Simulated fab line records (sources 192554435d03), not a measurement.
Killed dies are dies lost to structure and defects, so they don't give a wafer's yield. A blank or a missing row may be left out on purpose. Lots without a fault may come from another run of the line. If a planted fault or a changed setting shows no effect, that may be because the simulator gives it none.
Which tool did it? + flow n5Finfet + 9 lots, 27 wafers sampled, at 5 steps of a route of 1938

WHAT EACH GAUGE READ, for each wafer
N5_BEOL_M4_RC_MEAS_101.
| lot  | measured     | on        | DIBL_N (mV/V)  | DIBL_P (mV/V)  | IOFF_N (nA/um)    | IOFF_P (nA/um)    | ION_N (uA/um) | ION_P (uA/um) | SS_N (mV/dec)  | SS_P (mV/dec)  | VT_N (mV)         | VT_P (mV)            |
|------|--------------|-----------|----------------|----------------|-------------------|-------------------|---------------|---------------|----------------|----------------|-------------------|----------------------|
| L823 | day 8 15:58  | prober-01 | 35.9 37.1 37.2 | 35.8 37.6 37.0 | 0.154 0.182 0.181 | 0.189 0.213 0.215 | 673 677 684   | 457 457 465   | 71.3 71.6 72.2 | 73.1 73.7 74.0 | 251.8 251.6 248.6 | -254.4 -250.9 -250.2 |
| L824 | day 9 02:06  | prober-02 | 34.1 33.4 34.4 | 36.7 36.1 36.6 | 0.150 0.139 0.148 | 0.207 0.206 0.195 | 674 665 664   | 467 463 455   | 71.5 71.5 71.6 | 73.5 73.4 73.8 | 247.2 248.8 246.3 | -250.3 -250.9 -252.2 |
| L826 | day 9 11:50  | prober-02 | 35.4 35.8 35.4 | 35.4 35.4 35.4 | 0.143 0.147 0.144 | 0.196 0.200 0.190 | 674 677 669   | 466 456 460   | 71.4 70.9 71.3 | 72.8 72.8 72.3 | 250.7 249.8 251.7 | -251.0 -250.4 -251.9 |
| L829 | day 10 09:09 | prober-01 | 37.4 37.9 38.0 | 38.0 38.7 39.7 | 0.171 0.185 0.196 | 0.221 0.240 0.259 | 674 677 682   | 466 466 477   | 72.1 70.7 72.0 | 74.5 74.4 74.4 | 248.5 249.1 246.2 | -248.4 -250.1 -249.4 |
| L831 | day 10 11:12 | prober-02 | 35.7 37.4 37.4 | 35.8 38.7 38.2 | 0.135 0.173 0.169 | 0.180 0.224 0.213 | 675 684 686   | 460 471 464   | 71.3 71.7 71.9 | 73.6 73.5 73.1 | 253.1 247.8 247.4 | -249.9 -248.1 -251.0 |
| L832 | day 10 20:38 | prober-01 | 35.1 35.7 35.5 | 34.6 35.3 34.3 | 0.125 0.141 0.130 | 0.201 0.216 0.203 | 666 670 668   | 466 462 463   | 70.8 71.6 71.7 | 72.6 73.7 73.0 | 253.6 248.8 253.1 | -245.9 -247.0 -245.9 |
| L834 | day 11 11:40 | prober-02 | 36.8 34.5 35.1 | 35.5 33.3 33.3 | 0.161 0.123 0.129 | 0.211 0.178 0.176 | 677 660 659   | 454 452 454   | 71.4 71.1 71.6 | 74.0 72.7 73.3 | 253.2 253.4 254.8 | -251.8 -253.1 -253.2 |
| L839 | day 12 15:20 | prober-01 | 34.7 35.2 34.3 | 36.2 36.0 35.4 | 0.135 0.140 0.126 | 0.171 0.176 0.161 | 677 667 663   | 456 455 456   | 71.2 71.5 71.2 | 72.8 73.7 73.0 | 253.7 252.1 253.5 | -255.0 -255.3 -255.1 |
| L842 | day 13 21:12 | prober-01 | 35.8 32.8 34.9 | 38.0 34.6 37.1 | 0.168 0.121 0.152 | 0.216 0.176 0.203 | 673 669 685   | 462 460 474   | 71.5 71.3 71.5 | 73.4 72.8 73.5 | 249.3 251.3 252.4 | -252.6 -253.5 -249.4 |

WHICH TOOL RAN EACH LOT (tool, then ch and the chambers of the sampled wafers, then the start)
| lot  | N5_BEOL_M0_SAQP_MANDREL2_REMOVE_110 | N5_BEOL_M0_SAQP_EXPOSE_37        | N5_BEOL_M0_SAQP_DESCUM_45         | N5_BEOL_M0_SAQP_ETCH_73           |
|------|-------------------------------------|----------------------------------|-----------------------------------|-----------------------------------|
| L823 | rieSi-05 ch 0,2,3, day 6 00:13      | euvScanner-01 ch 0, day 6 00:41  | rieDiel-04 ch 0,2,3, day 6 00:56  | rieDiel-04 ch 0,2,3, day 6 00:59  |
| L824 | rieSi-04 ch 0,1,2, day 6 04:13      | euvScanner-01 ch 0, day 6 04:32  | rieDiel-01 ch 1,2,3, day 6 04:47  | rieDiel-01 ch 1,2,3, day 6 04:50  |
| L826 | rieSi-02 ch 1,2, day 7 00:28        | euvScanner-01 ch 0, day 7 00:45  | rieDiel-01 ch 0,1,3, day 7 01:27  | rieDiel-01 ch 0,1,3, day 7 01:30  |
| L829 | rieSi-05 ch 0,1,3, day 7 16:10      | euvScanner-01 ch 0, day 7 16:26  | rieDiel-02 ch 0,1,3, day 7 16:42  | rieDiel-02 ch 0,1,3, day 7 16:45  |
| L831 | rieSi-05 ch 0,1,2, day 7 23:17      | euvScanner-01 ch 0, day 7 23:34  | rieDiel-01 ch 0,1,2, day 7 23:49  | rieDiel-01 ch 0,1,2, day 7 23:52  |
| L832 | rieSi-05 ch 0,1, day 8 09:39        | euvScanner-02 ch 0, day 8 09:56  | rieDiel-01 ch 0,1,2, day 8 10:11  | rieDiel-01 ch 0,1,2, day 8 10:14  |
| L834 | rieSi-02 ch 1,2,3, day 9 01:53      | euvScanner-02 ch 0, day 9 02:19  | rieDiel-04 ch 0,2,3, day 9 02:33  | rieDiel-04 ch 0,2,3, day 9 02:36  |
| L839 | rieSi-05 ch 1,2,3, day 10 06:28     | euvScanner-02 ch 0, day 10 06:45 | rieDiel-01 ch 0,2,3, day 10 07:00 | rieDiel-01 ch 0,2,3, day 10 07:03 |
| L842 | rieSi-02 ch 0,2,3, day 10 21:55     | euvScanner-02 ch 0, day 10 22:12 | rieDiel-04 ch 0,1,2, day 10 22:31 | rieDiel-04 ch 0,1,2, day 10 22:34 |
- N5_BEOL_M0_SAQP_MANDREL2_REMOVE_110: chemistry HBr/Cl2/O2, target a-Si, stops on SiCN, bt time 10 s.
- N5_BEOL_M0_SAQP_EXPOSE_37: exposes mask M0 CUT1, target cd 30 nm.
- N5_BEOL_M0_SAQP_DESCUM_45: chemistry O2, time 7 s.
- N5_BEOL_M0_SAQP_ETCH_73: etches SiARC in CF4, target depth 19.5 nm, time 32.5 s.

AS READ BY THE TOOLS THEMSELVES (means over the sampled wafers that have a number; for cases with no such wafer, the mark the record gives instead)
N5_BEOL_M0_SAQP_MANDREL2_REMOVE_110.
| lot  | tool     | drypumpMotorCurrentA (A) | oesProductAu (a.u.) | throttleValvePct (%) |
|------|----------|--------------------------|---------------------|----------------------|
| L823 | rieSi-05 | 5.7                      | 0.981               | 36.66                |
| L824 | rieSi-04 | 5.4                      | 1.020               | 36.61                |
| L826 | rieSi-02 | 5.6                      | 1.010               | 36.94                |
| L829 | rieSi-05 | 5.5                      | 1.001               | 36.56                |
| L831 | rieSi-05 | 5.3                      | 1.003               | 36.77                |
| L832 | rieSi-05 | 5.1                      | 1.007               | 36.66                |
| L834 | rieSi-02 | 6.0                      | 0.999               | 36.87                |
| L839 | rieSi-05 | 5.7                      | 0.998               | 36.45                |
| L842 | rieSi-02 | 5.9                      | 0.994               | 36.73                |

N5_BEOL_M0_SAQP_EXPOSE_37.
| lot  | tool          | exposureDoseMJCm2 |
|------|---------------|-------------------|
| L823 | euvScanner-01 | 44.69             |
| L824 | euvScanner-01 | 44.75             |
| L826 | euvScanner-01 | 43.39             |
| L829 | euvScanner-01 | 43.88             |
| L831 | euvScanner-01 | 44.05             |
| L832 | euvScanner-02 | 44.74             |
| L834 | euvScanner-02 | 44.77             |
| L839 | euvScanner-02 | 44.68             |
| L842 | euvScanner-02 | 44.75             |

N5_BEOL_M0_SAQP_DESCUM_45.
| lot  | tool       | drypumpMotorCurrentA (A) | oesProductAu (a.u.) | rfVppV (V) | showerheadPlenumPTorr (Torr) | tempC (C) | throttleValvePct (%) |
|------|------------|--------------------------|---------------------|------------|------------------------------|-----------|----------------------|
| L823 | rieDiel-04 | 5.2                      | 0.73                | 243.3      | 2.11                         | 40.08     | 20.39                |
| L824 | rieDiel-01 | 5.5                      | 0.78                | 242.6      | 2.07                         | 40.07     | 20.40                |
| L826 | rieDiel-01 | 5.7                      | 0.74                | 243.7      | 2.09                         | 40.08     | 20.45                |
| L829 | rieDiel-02 | 5.8                      | 0.80                | 244.9      | 2.18                         | 39.92     | 20.41                |
| L831 | rieDiel-01 | 5.7                      | 0.80                | 243.4      | 2.08                         | 40.01     | 20.27                |
| L832 | rieDiel-01 | 5.7                      | 0.81                | 244.0      | 2.08                         | 40.05     | 20.27                |
| L834 | rieDiel-04 | 5.2                      | 0.82                | 245.6      | 2.19                         | 40.02     | 20.27                |
| L839 | rieDiel-01 | 5.5                      | 0.87                | 242.7      | 2.07                         | 40.00     | 20.05                |
| L842 | rieDiel-04 | 5.2                      | 0.76                | 243.5      | 2.12                         | 39.94     | 20.47                |

N5_BEOL_M0_SAQP_ETCH_73.
| lot  | tool       | drypumpMotorCurrentA (A) | etchRfOnTimeS (s) | oesProductAu (a.u.) | rfVppV (V) | showerheadPlenumPTorr (Torr) | throttleValvePct (%) |
|------|------------|--------------------------|-------------------|---------------------|------------|------------------------------|----------------------|
| L823 | rieDiel-04 | 5.2                      | 32.8              | 0.62                | 184.5      | 2.16                         | 15.63                |
| L824 | rieDiel-01 | 5.5                      | 32.2              | 0.67                | 183.8      | 2.12                         | 15.58                |
| L826 | rieDiel-01 | 5.6                      | 32.4              | 0.64                | 183.9      | 2.14                         | 15.64                |
| L829 | rieDiel-02 | 5.8                      | 32.8              | 0.68                | 185.1      | 2.23                         | 15.60                |
| L831 | rieDiel-01 | 5.7                      | 32.5              | 0.69                | 184.2      | 2.13                         | 15.47                |
| L832 | rieDiel-01 | 5.7                      | 32.6              | 0.68                | 184.0      | 2.13                         | 15.48                |
| L834 | rieDiel-04 | 5.2                      | 32.3              | 0.70                | 185.1      | 2.24                         | 15.49                |
| L839 | rieDiel-01 | 5.5                      | 31.9              | 0.75                | 183.9      | 2.13                         | 15.22                |
| L842 | rieDiel-04 | 5.2                      | 32.5              | 0.66                | 184.2      | 2.17                         | 15.67                |

THE ANSWER, worked out from the rows above alone
Rule: usual is defined by the lots themselves. The widest of any qualifying gaps counts: lots, ordered by their means at a reading, are off when they make up no more than a third of the lots, leave a main group of 4 or more, and stand apart from it by 3 or more times the standard deviation of that group's means. A main group whose means are all the same, to the digits that the tables above print for the reading, isn't used. A lot without any number at a reading at which 4 lots or more have one is off too. Any other lot the step has rows for is counted as sound. Order of review: gauges by route order, followed by the tools' own readings, for which a lot's mean as printed above is used. The first step at which some lot is off is used, and at that step the reading that is off furthest; a lot without a number counts as furthest.
Off: L826, L829, L831 (N5_BEOL_M0_SAQP_EXPOSE_37, exposureDoseMJCm2). Main group: mean 44.73, sd 0.033.
If a tool, at that step or one of the process steps before it, ran each lot that is off and ran no sound lot following the first of them, it fits. One fits: N5_BEOL_M0_SAQP_EXPOSE_37 on euvScanner-01. Its last sound lot is L824 (day 6 04:32), its first lot that is off L826 (day 7 00:45): a fault that began between those two fits.
On the lots that are off, the tool's own readings at N5_BEOL_M0_SAQP_EXPOSE_37 differ by more than 5 times the standard deviation of the sound lots' means, which bears it out; exposureDoseMJCm2 reads 43.77 there versus 44.73 on the sound lots.

WHAT THE SIMULATOR HAD PUT IN
Drift in process parameters on euvScanner-01 at N5_BEOL_M0_SAQP_EXPOSE_37, starting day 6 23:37. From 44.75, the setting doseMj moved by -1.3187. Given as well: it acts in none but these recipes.
Shown lots that were struck: L826, L829, L831. This agrees with what the rule above found.
